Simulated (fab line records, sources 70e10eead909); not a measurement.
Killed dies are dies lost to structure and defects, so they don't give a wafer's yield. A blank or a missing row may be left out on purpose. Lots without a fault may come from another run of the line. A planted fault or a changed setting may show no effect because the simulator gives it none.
Which tool did it? | flow nand_harc | 22 lots, 66 wafers sampled, at 6 steps of a route of 1302

WHAT THE GAUGES READ, wafer by wafer
The record holds no reading of a measuring or inspecting step that can be judged against a usual standard deviation.

WHICH TOOL RAN EACH LOT (tool, then ch and the chambers of the sampled wafers, then the start)
lot  | NHARC_A_STAIRCASE_TRIM_193                    | NHARC_A_STAIRCASE_TRIM_196         | NHARC_A_STAIRCASE_TRIM_202                    | NHARC_A_STAIRCASE_ETCH_223                    | NHARC_A_STAIRCASE_ETCH_230                    | NHARC_A_STAIRCASE_DESCUM_252
L074 | rie_diel-01 ch 1,2, day 15 14:13 or earlier   | rie_diel-01 ch 0,1, day 15 14:13   | rie_diel-01 ch 0,1,2, day 15 20:29 or earlier | rie_diel-03 ch 1,2, day 15 20:29 or earlier   | rie_diel-07 ch 2,3, day 15 20:29 or earlier   | rie_diel-03 ch 0,1,3, day 15 20:29
L075 | rie_diel-03 ch 0,1,2, day 16 08:58 or earlier | rie_diel-03 ch 0,1,2, day 16 08:58 | rie_diel-03 ch 0,2,3, day 16 16:01 or earlier | rie_diel-07 ch 0,2,3, day 16 16:01 or earlier | rie_diel-03 ch 1,2,3, day 16 16:01 or earlier | rie_diel-03 ch 0,1, day 16 16:01
L076 | rie_diel-01 ch 0,1,2, day 16 19:16 or earlier | rie_diel-01 ch 1,2, day 16 19:16   | rie_diel-01 ch 0,1,3, day 17 01:52 or earlier | rie_diel-03 ch 0,1, day 17 01:52 or earlier   | rie_diel-03 ch 0,1,3, day 17 01:52 or earlier | rie_diel-07 ch 0,1, day 17 01:52
L077 | rie_diel-03 ch 1,3, day 17 13:58 or earlier   | rie_diel-03 ch 0,2,3, day 17 13:58 | rie_diel-03 ch 0,1,2, day 17 20:05 or earlier | rie_diel-01 ch 0,1, day 17 20:05 or earlier   | rie_diel-01 ch 0,1, day 17 20:05 or earlier   | rie_diel-07 ch 0,1, day 17 20:05
L078 | rie_diel-03 ch 0,1, day 17 22:41 or earlier   | rie_diel-03 ch 1,3, day 17 22:41   | rie_diel-03 ch 1,2,3, day 18 05:11 or earlier | rie_diel-07 ch 0,2,3, day 18 05:11 or earlier | rie_diel-07 ch 0,1, day 18 05:11 or earlier   | rie_diel-07 ch 2,3, day 18 05:11
L080 | rie_diel-01 ch 0,2,3, day 18 05:27 or earlier | rie_diel-03 ch 0,1,3, day 18 05:27 | rie_diel-03 ch 1,2,3, day 18 11:37 or earlier | rie_diel-07 ch 0,2,3, day 18 11:37 or earlier | rie_diel-07 ch 0,1,2, day 18 11:37 or earlier | rie_diel-03 ch 2,3, day 18 11:37
L079 | rie_diel-07 ch 1,2,3, day 18 11:02 or earlier | rie_diel-01 ch 1,2,3, day 18 11:02 | rie_diel-01 ch 1,3, day 18 18:01 or earlier   | rie_diel-07 ch 0,1, day 18 18:01 or earlier   | rie_diel-07 ch 1,2, day 18 18:01 or earlier   | rie_diel-03 ch 1,2, day 18 18:01
L081 | rie_diel-03 ch 0,1,2, day 19 02:10 or earlier | rie_diel-01 ch 1,2,3, day 19 02:10 | rie_diel-01 ch 0,2, day 19 08:19 or earlier   | rie_diel-01 ch 2,3, day 19 08:19 or earlier   | rie_diel-07 ch 0,1,3, day 19 08:19 or earlier | rie_diel-03 ch 1,2,3, day 19 08:19
L082 | rie_diel-03 ch 0,1, day 19 13:04 or earlier   | rie_diel-01 ch 1,3, day 19 13:04   | rie_diel-01 ch 0,1,2, day 19 19:28 or earlier | rie_diel-03 ch 2,3, day 19 19:28 or earlier   | rie_diel-03 ch 0,1,3, day 19 19:28 or earlier | rie_diel-03 ch 0,2, day 19 19:28
L083 | rie_diel-01 ch 0,1,3, day 20 04:58 or earlier | rie_diel-01 ch 0,2,3, day 20 04:58 | rie_diel-01 ch 0,1,3, day 20 11:56 or earlier | rie_diel-01 ch 0,1,2, day 20 11:56 or earlier | rie_diel-01 ch 0,2,3, day 20 11:56 or earlier | rie_diel-03 ch 0,1, day 20 11:56
L085 | rie_diel-01 ch 0,1, day 20 16:05 or earlier   | rie_diel-07 ch 2,3, day 20 16:05   | rie_diel-03 ch 2,3, day 20 16:52              | rie_diel-01 ch 0,1,3, day 20 22:50 or earlier | rie_diel-03 ch 1,2,3, day 20 22:50 or earlier | rie_diel-01 ch 0,2,3, day 20 22:50
L084 | rie_diel-03 ch 0,3, day 20 18:12 or earlier   | rie_diel-01 ch 1,2, day 20 18:12   | rie_diel-01 ch 0,1,3, day 21 00:44 or earlier | rie_diel-01 ch 0,2, day 21 00:44 or earlier   | rie_diel-01 ch 1,2, day 21 00:44 or earlier   | rie_diel-01 ch 0,1, day 21 00:44
L086 | rie_diel-01 ch 0,1,3, day 20 23:33 or earlier | rie_diel-01 ch 0,1,2, day 20 23:33 | rie_diel-01 ch 1,3, day 21 06:57 or earlier   | rie_diel-03 ch 0,2, day 21 06:57 or earlier   | rie_diel-01 ch 1,2, day 21 06:57 or earlier   | rie_diel-01 ch 0,1,2, day 21 06:57
L088 | rie_diel-01 ch 0,1, day 21 11:40 or earlier   | rie_diel-07 ch 1,2,3, day 21 11:40 | rie_diel-07 ch 0,1,3, day 21 18:18 or earlier | rie_diel-01 ch 0,2,3, day 21 18:18 or earlier | rie_diel-03 ch 1,3, day 21 18:18 or earlier   | rie_diel-01 ch 0,2, day 21 18:18
L087 | rie_diel-07 ch 0,3, day 21 12:13 or earlier   | rie_diel-01 ch 0,2, day 21 12:13   | rie_diel-01 ch 0,2,3, day 21 19:32 or earlier | rie_diel-03 ch 2,3, day 21 19:32 or earlier   | rie_diel-01 ch 0,1,2, day 21 19:32 or earlier | rie_diel-03 ch 1,3, day 21 19:32
L089 | rie_diel-03 ch 0,2, day 21 18:20 or earlier   | rie_diel-03 ch 0,1,3, day 21 18:20 | rie_diel-03 ch 1,2,3, day 22 00:38 or earlier | rie_diel-01 ch 0,2,3, day 22 00:38 or earlier | rie_diel-07 ch 0,1,3, day 22 00:38 or earlier | rie_diel-03 ch 0,1,2, day 22 00:38
L093 | rie_diel-03 ch 1,2,3, day 23 16:35 or earlier | rie_diel-03 ch 0,2,3, day 23 16:35 | rie_diel-03 ch 0,2, day 23 22:40 or earlier   | rie_diel-03 ch 2,3, day 23 22:40 or earlier   | rie_diel-01 ch 1,2, day 23 22:40 or earlier   | rie_diel-01 ch 2,3, day 23 22:40
L092 | rie_diel-01 ch 0,1, day 23 17:02 or earlier   | rie_diel-01 ch 1,3, day 23 17:02   | rie_diel-01 ch 0,1, day 23 23:37 or earlier   | rie_diel-07 ch 0,2,3, day 23 23:37 or earlier | rie_diel-07 ch 0,2, day 23 23:37 or earlier   | rie_diel-01 ch 1,2, day 23 23:37
L094 | rie_diel-03 ch 0,1,2, day 24 03:52 or earlier | rie_diel-03 ch 0,1,2, day 24 03:52 | rie_diel-03 ch 0,2,3, day 24 10:17 or earlier | rie_diel-03 ch 1,3, day 24 10:17 or earlier   | rie_diel-07 ch 0,2,3, day 24 10:17 or earlier | rie_diel-03 ch 0,1,3, day 24 10:17
L095 | rie_diel-03 ch 0,3, day 24 12:17 or earlier   | rie_diel-03 ch 0,2, day 24 12:17   | rie_diel-03 ch 1,2,3, day 24 20:15 or earlier | rie_diel-07 ch 0,1,2, day 24 20:15 or earlier | rie_diel-07 ch 0,1,2, day 24 20:15 or earlier | rie_diel-07 ch 2,3, day 24 20:15
L096 | rie_diel-07 ch 1,2,3, day 25 11:53 or earlier | rie_diel-03 ch 2,3, day 25 11:53   | rie_diel-03 ch 1,2,3, day 25 18:57 or earlier | rie_diel-03 ch 1,2,3, day 25 18:57 or earlier | rie_diel-03 ch 0,1,2, day 25 18:57 or earlier | rie_diel-03 ch 1,2, day 25 18:57
L097 | rie_diel-03 ch 0,2,3, day 25 22:01 or earlier | rie_diel-07 ch 0,1,2, day 25 22:01 | rie_diel-07 ch 0,2, day 26 04:26 or earlier   | rie_diel-03 ch 1,3, day 26 04:26 or earlier   | rie_diel-03 ch 1,2, day 26 04:26 or earlier   | rie_diel-03 ch 0,1,2, day 26 04:26
- NHARC_A_STAIRCASE_TRIM_193: chemistry O2, time 211.2 s.
- NHARC_A_STAIRCASE_TRIM_196: chemistry O2, time 211.2 s.
- NHARC_A_STAIRCASE_TRIM_202: chemistry O2, time 211.2 s.
- NHARC_A_STAIRCASE_ETCH_223: etches the open film in C4F8/O2, target depth 100 nm, time 40.5 s.
- NHARC_A_STAIRCASE_ETCH_230: etches the open film in C4F8/O2, target depth 100 nm, time 40.5 s.
- NHARC_A_STAIRCASE_DESCUM_252: chemistry O2, time 3 s.

WHAT THE TOOLS THEMSELVES READ (means of the sampled wafers that have a number; where no wafer has one, the mark that the record gives instead)
NHARC_A_STAIRCASE_TRIM_193. Usual: drypump_motor_current_A 5.6 A, standard deviation 0.52; oes_product_au 1.004 a.u., standard deviation 0.013; rf_vpp_V 57.7 V, standard deviation 0.94; showerhead_plenum_p_Torr 3.51 Torr, standard deviation 0.16; throttle_valve_pct 17.035 %, standard deviation 0.009.
lot  | tool        | drypump_motor_current_A (A) | oes_product_au (a.u.) | rf_vpp_V (V) | showerhead_plenum_p_Torr (Torr) | throttle_valve_pct (%) | flag
L074 | rie_diel-01 | 5.9                         | 0.984                 | 57.9         | 3.43                            | 17.031                 |
L075 | rie_diel-03 | 5.8                         | 1.005                 | 57.4         | 3.47                            | 17.040                 |
L076 | rie_diel-01 | 5.5                         | 1.000                 | 58.6         | 3.52                            | 17.041                 |
L077 | rie_diel-03 | 6.0                         | 1.018                 | 57.9         | 3.55                            | 17.038                 |
L078 | rie_diel-03 | 5.3                         | 1.001                 | 58.0         | 3.53                            | 17.034                 |
L080 | rie_diel-01 | 5.2                         | 1.002                 | 58.0         | 3.47                            | 17.036                 |
L079 | rie_diel-07 | 5.7                         | 1.012                 | 57.9         | 3.55                            | 17.034                 |
L081 | rie_diel-03 | 5.8                         | 1.004                 | 58.4         | 3.46                            | 17.037                 |
L082 | rie_diel-03 | 5.8                         | 1.008                 | 58.2         | 3.58                            | 17.033                 |
L083 | rie_diel-01 | 5.4                         | 1.002                 | 57.3         | 3.52                            | 17.027                 |
L085 | rie_diel-01 | 5.4                         | 1.005                 | 57.0         | 3.64                            | 17.035                 |
L084 | rie_diel-03 | 5.2                         | 1.003                 | 58.4         | 3.47                            | 17.023                 |
L086 | rie_diel-01 | 5.4                         | 1.002                 | 56.7         | 3.51                            | 17.032                 |
L088 | rie_diel-01 | 5.7                         | 1.003                 | 57.5         | 3.55                            | 17.036                 |
L087 | rie_diel-07 | 5.9                         | 0.999                 | 58.1         | 3.72                            | 17.034                 |
L089 | rie_diel-03 | 5.3                         | 0.996                 | 56.9         | 3.57                            | 17.037                 |
L093 | rie_diel-03 | 6.1                         | 1.003                 | 58.7         | 3.62                            | 17.040                 |
L092 | rie_diel-01 | 5.7                         | 1.001                 | 56.7         | 3.54                            | 17.030                 |
L094 | rie_diel-03 | 5.8                         | 0.998                 | 57.6         | 3.62                            | 17.043                 |
L095 | rie_diel-03 | 5.5                         | 1.023                 | 57.5         | 3.46                            | 17.040                 |
L096 | rie_diel-07 | 5.7                         | 1.012                 | 57.7         | 3.52                            | 17.040                 |
L097 | rie_diel-03 | 5.6                         | 0.995                 | 58.2         | 3.56                            | 17.033                 |

NHARC_A_STAIRCASE_TRIM_196. Usual: drypump_motor_current_A 5.6 A, standard deviation 0.51; oes_product_au 1.004 a.u., standard deviation 0.013; rf_vpp_V 57.8 V, standard deviation 0.96; showerhead_plenum_p_Torr 3.50 Torr, standard deviation 0.16; throttle_valve_pct 17.036 %, standard deviation 0.01.
lot  | tool        | drypump_motor_current_A (A) | oes_product_au (a.u.) | rf_vpp_V (V) | showerhead_plenum_p_Torr (Torr) | throttle_valve_pct (%) | flag
L074 | rie_diel-01 | 5.7                         | 0.990                 | 58.2         | 3.58                            | 17.040                 |
L075 | rie_diel-03 | 5.8                         | 1.005                 | 57.8         | 3.47                            | 17.038                 |
L076 | rie_diel-01 | 5.6                         | 0.990                 | 57.4         | 3.38                            | 17.034                 |
L077 | rie_diel-03 | 5.6                         | 1.011                 | 57.3         | 3.42                            | 17.039                 |
L078 | rie_diel-03 | 6.2                         | 1.007                 | 58.3         | 3.58                            | 17.037                 |
L080 | rie_diel-03 | 5.6                         | 1.015                 | 57.7         | 3.53                            | 17.034                 |
L079 | rie_diel-01 | 5.5                         | 0.993                 | 56.9         | 3.39                            | 17.036                 |
L081 | rie_diel-01 | 5.5                         | 0.994                 | 58.2         | 3.38                            | 17.035                 |
L082 | rie_diel-01 | 5.7                         | 1.009                 | 57.3         | 3.44                            | 17.037                 |
L083 | rie_diel-01 | 5.2                         | 0.992                 | 56.4         | 3.46                            | 17.039                 |
L085 | rie_diel-07 | 5.9                         | 1.029                 | 58.0         | 3.66                            | 17.041                 |
L084 | rie_diel-01 | 5.6                         | 1.002                 | 57.5         | 3.36                            | 17.040                 |
L086 | rie_diel-01 | 5.5                         | 1.002                 | 58.5         | 3.50                            | 17.035                 |
L088 | rie_diel-07 | 5.7                         | 1.009                 | 56.8         | 3.54                            | 17.039                 |
L087 | rie_diel-01 | 5.3                         | 1.004                 | 57.5         | 3.44                            | 17.036                 |
L089 | rie_diel-03 | 5.6                         | 1.020                 | 58.6         | 3.52                            | 17.048                 |
L093 | rie_diel-03 | 5.6                         | 1.003                 | 57.1         | 3.57                            | 17.031                 |
L092 | rie_diel-01 | 5.7                         | 0.995                 | 57.1         | 3.42                            | 17.037                 |
L094 | rie_diel-03 | 5.8                         | 0.999                 | 58.7         | 3.62                            | 17.040                 |
L095 | rie_diel-03 | 5.3                         | 1.002                 | 58.5         | 3.56                            | 17.039                 |
L096 | rie_diel-03 | 5.9                         | 1.010                 | 57.9         | 3.57                            | 17.037                 |
L097 | rie_diel-07 | 5.8                         | 1.001                 | 57.7         | 3.53                            | 17.032                 |

NHARC_A_STAIRCASE_TRIM_202. Usual: drypump_motor_current_A 5.6 A, standard deviation 0.52; oes_product_au 1.002 a.u., standard deviation 0.013; rf_vpp_V 57.8 V, standard deviation 0.89; showerhead_plenum_p_Torr 3.51 Torr, standard deviation 0.16; throttle_valve_pct 17.036 %, standard deviation 0.0092.
lot  | tool        | drypump_motor_current_A (A) | oes_product_au (a.u.) | rf_vpp_V (V) | showerhead_plenum_p_Torr (Torr) | throttle_valve_pct (%) | flag
L074 | rie_diel-01 | 5.5                         | 0.993                 | 58.1         | 3.52                            | 17.033                 |
L075 | rie_diel-03 | 5.6                         | 1.015                 | 57.5         | 3.42                            | 17.032                 |
L076 | rie_diel-01 | 5.4                         | 0.987                 | 58.2         | 3.53                            | 17.037                 |
L077 | rie_diel-03 | 5.8                         | 1.002                 | 57.6         | 3.47                            | 17.032                 |
L078 | rie_diel-03 | 6.1                         | 0.997                 | 57.7         | 3.47                            | 17.041                 |
L080 | rie_diel-03 | 6.1                         | 1.009                 | 58.3         | 3.47                            | 17.034                 |
L079 | rie_diel-01 | 5.7                         | 1.005                 | 57.3         | 3.44                            | 17.035                 |
L081 | rie_diel-01 | 5.4                         | 1.009                 | 57.2         | 3.45                            | 17.025                 |
L082 | rie_diel-01 | 5.5                         | 1.010                 | 57.8         | 3.50                            | 17.040                 |
L083 | rie_diel-01 | 5.4                         | 1.000                 | 57.8         | 3.52                            | 17.039                 |
L085 | rie_diel-03 | 5.9                         | 1.013                 | 58.3         | 3.60                            | 17.029                 |
L084 | rie_diel-01 | 5.4                         | 0.999                 | 57.3         | 3.51                            | 17.027                 |
L086 | rie_diel-01 | 5.7                         | 1.005                 | 57.5         | 3.43                            | 17.036                 |
L088 | rie_diel-07 | 5.8                         | 1.005                 | 58.3         | 3.58                            | 17.042                 |
L087 | rie_diel-01 | 5.2                         | 0.991                 | 57.5         | 3.46                            | 17.040                 |
L089 | rie_diel-03 | 6.1                         | 1.009                 | 57.8         | 3.63                            | 17.046                 |
L093 | rie_diel-03 | 5.7                         | 0.984                 | 58.8         | 3.68                            | 17.039                 |
L092 | rie_diel-01 | 5.4                         | 0.991                 | 56.7         | 3.63                            | 17.042                 |
L094 | rie_diel-03 | 5.6                         | 0.999                 | 56.8         | 3.57                            | 17.035                 |
L095 | rie_diel-03 | 6.1                         | 1.012                 | 57.0         | 3.62                            | 17.031                 |
L096 | rie_diel-03 | 6.1                         | 1.002                 | 58.6         | 3.62                            | 17.029                 |
L097 | rie_diel-07 | 5.9                         | 1.001                 | 57.8         | 3.64                            | 17.030                 |

NHARC_A_STAIRCASE_ETCH_223. Usual: oes_product_au 0.948 a.u., standard deviation 0.015; rf_fwd_power_W 593.4 W, standard deviation 2.4; rf_vpp_V 896 V, standard deviation 6.
lot  | tool        | oes_product_au (a.u.) | rf_fwd_power_W (W) | rf_vpp_V (V) | flag
L074 | rie_diel-03 | 0.937                 | 592.6              | 892          |
L075 | rie_diel-07 | 0.961                 | 593.1              | 902          |
L076 | rie_diel-03 | 0.946                 | 591.3              | 896          |
L077 | rie_diel-01 | 0.945                 | 594.7              | 897          |
L078 | rie_diel-07 | 0.951                 | 593.1              | 901          |
L080 | rie_diel-07 | 0.959                 | 592.4              | 902          |
L079 | rie_diel-07 | 0.935                 | 597.4              | 893          |
L081 | rie_diel-01 | 0.945                 | 594.3              | 889          |
L082 | rie_diel-03 | 0.960                 | 594.2              | 889          |
L083 | rie_diel-01 | 0.942                 | 593.6              | 895          |
L085 | rie_diel-01 | 0.947                 | 595.1              | 896          |
L084 | rie_diel-01 | 0.954                 | 591.8              | 892          |
L086 | rie_diel-03 | 0.936                 | 594.6              | 902          |
L088 | rie_diel-01 | 0.930                 | 593.0              | 893          |
L087 | rie_diel-03 | 0.959                 | 590.6              | 898          |
L089 | rie_diel-01 | 0.953                 | 593.5              | 892          |
L093 | rie_diel-03 | 0.947                 | 594.1              | 902          |
L092 | rie_diel-07 | 0.937                 | 594.0              | 902          |
L094 | rie_diel-03 | 0.974                 | 594.2              | 895          |
L095 | rie_diel-07 | 0.938                 | 592.9              | 895          |
L096 | rie_diel-03 | 0.934                 | 592.8              | 900          |
L097 | rie_diel-03 | 0.964                 | 595.4              | 897          |

NHARC_A_STAIRCASE_ETCH_230. Usual: oes_product_au 0.949 a.u., standard deviation 0.018; rf_fwd_power_W 592.9 W, standard deviation 2.7; rf_vpp_V 896 V, standard deviation 6.4.
lot  | tool        | oes_product_au (a.u.) | rf_fwd_power_W (W) | rf_vpp_V (V) | flag
L074 | rie_diel-07 | 0.951                 | 591.2              | 901          |
L075 | rie_diel-03 | 0.941                 | 593.6              | 895          |
L076 | rie_diel-03 | 0.950                 | 593.1              | 896          |
L077 | rie_diel-01 | 0.942                 | 594.7              | 900          |
L078 | rie_diel-07 | 0.940                 | 593.7              | 898          |
L080 | rie_diel-07 | 0.948                 | 592.8              | 897          |
L079 | rie_diel-07 | 0.945                 | 594.1              | 891          |
L081 | rie_diel-07 | 0.928                 | 595.0              | 898          |
L082 | rie_diel-03 | 0.957                 | 592.3              | 896          |
L083 | rie_diel-01 | 0.934                 | 594.6              | 893          |
L085 | rie_diel-03 | 0.981                 | 593.7              | 900          |
L084 | rie_diel-01 | 0.942                 | 592.4              | 889          |
L086 | rie_diel-01 | 0.939                 | 594.0              | 889          |
L088 | rie_diel-03 | 0.976                 | 593.3              | 896          |
L087 | rie_diel-01 | 0.969                 | 594.9              | 895          |
L089 | rie_diel-07 | 0.965                 | 593.7              | 898          |
L093 | rie_diel-01 | 0.975                 | 593.2              | 892          |
L092 | rie_diel-07 | 0.937                 | 591.7              | 900          |
L094 | rie_diel-07 | 0.919                 | 591.9              | 901          |
L095 | rie_diel-07 | 0.948                 | 594.9              | 896          |
L096 | rie_diel-03 | 0.942                 | 593.5              | 898          |
L097 | rie_diel-03 | 0.957                 | 594.4              | 901          |

NHARC_A_STAIRCASE_DESCUM_252. Usual: drypump_motor_current_A 5.7 A, standard deviation 0.53; oes_product_au 1.005 a.u., standard deviation 0.012; rf_vpp_V 57.8 V, standard deviation 0.91; showerhead_plenum_p_Torr 1.91 Torr, standard deviation 0.093; throttle_valve_pct 11.312 %, standard deviation 0.0096.
lot  | tool        | drypump_motor_current_A (A) | oes_product_au (a.u.) | rf_vpp_V (V) | showerhead_plenum_p_Torr (Torr) | throttle_valve_pct (%) | flag
L074 | rie_diel-03 | 5.6                         | 1.004                 | 58.8         | 1.92                            | 11.310                 |
L075 | rie_diel-03 | 5.8                         | 0.999                 | 57.6         | 1.95                            | 11.314                 |
L076 | rie_diel-07 | 5.6                         | 0.993                 | 58.2         | 1.87                            | 11.314                 |
L077 | rie_diel-07 | 5.7                         | 1.003                 | 58.0         | 1.96                            | 11.310                 |
L078 | rie_diel-07 | 5.8                         | 1.026                 | 57.8         | 2.01                            | 11.307                 |
L080 | rie_diel-03 | 5.9                         | 1.020                 | 58.8         | 1.85                            | 11.316                 |
L079 | rie_diel-03 | 6.3                         | 1.004                 | 58.0         | 1.90                            | 11.309                 |
L081 | rie_diel-03 | 6.1                         | 1.010                 | 57.7         | 1.88                            | 11.320                 |
L082 | rie_diel-03 | 5.7                         | 1.008                 | 57.6         | 1.80                            | 11.304                 |
L083 | rie_diel-03 | 5.3                         | 0.992                 | 58.0         | 1.91                            | 11.317                 |
L085 | rie_diel-01 | 5.1                         | 0.999                 | 58.0         | 1.87                            | 11.316                 |
L084 | rie_diel-01 | 5.7                         | 1.003                 | 57.7         | 1.93                            | 11.318                 |
L086 | rie_diel-01 | 5.5                         | 1.007                 | 57.9         | 1.90                            | 11.316                 |
L088 | rie_diel-01 | 5.3                         | 1.004                 | 58.3         | 1.86                            | 11.309                 |
L087 | rie_diel-03 | 6.0                         | 1.027                 | 58.6         | 1.91                            | 11.309                 |
L089 | rie_diel-03 | 5.8                         | 0.996                 | 57.6         | 1.97                            | 11.309                 |
L093 | rie_diel-01 | 5.2                         | 0.993                 | 57.9         | 1.78                            | 11.320                 |
L092 | rie_diel-01 | 5.6                         | 0.999                 | 57.0         | 1.80                            | 11.312                 |
L094 | rie_diel-03 | 5.6                         | 1.016                 | 58.3         | 1.90                            | 11.305                 |
L095 | rie_diel-07 | 5.8                         | 1.013                 | 58.3         | 1.99                            | 11.304                 |
L096 | rie_diel-03 | 6.3                         | 1.010                 | 57.6         | 1.99                            | 11.307                 |
L097 | rie_diel-03 | 5.8                         | 0.999                 | 57.6         | 1.96                            | 11.309                 |

THE ANSWER, worked out from the rows above alone
Rule: a lot is off if the mean of its wafers that have a number lies more than 3 standard deviations from the usual mean. A lot without any number at a reading at which 4 lots or more have one is off too. The other lots that the step has rows for count as sound. The gauges are gone through in route order, then the tools' own readings, and for those a lot's mean is taken as printed above. The first step at which some lot is off is used, and at that step the reading that is off furthest; a lot without a number counts as furthest.
No lot is off at any reading shown: from this, nothing can be told.

WHAT THE SIMULATOR HAD PUT IN
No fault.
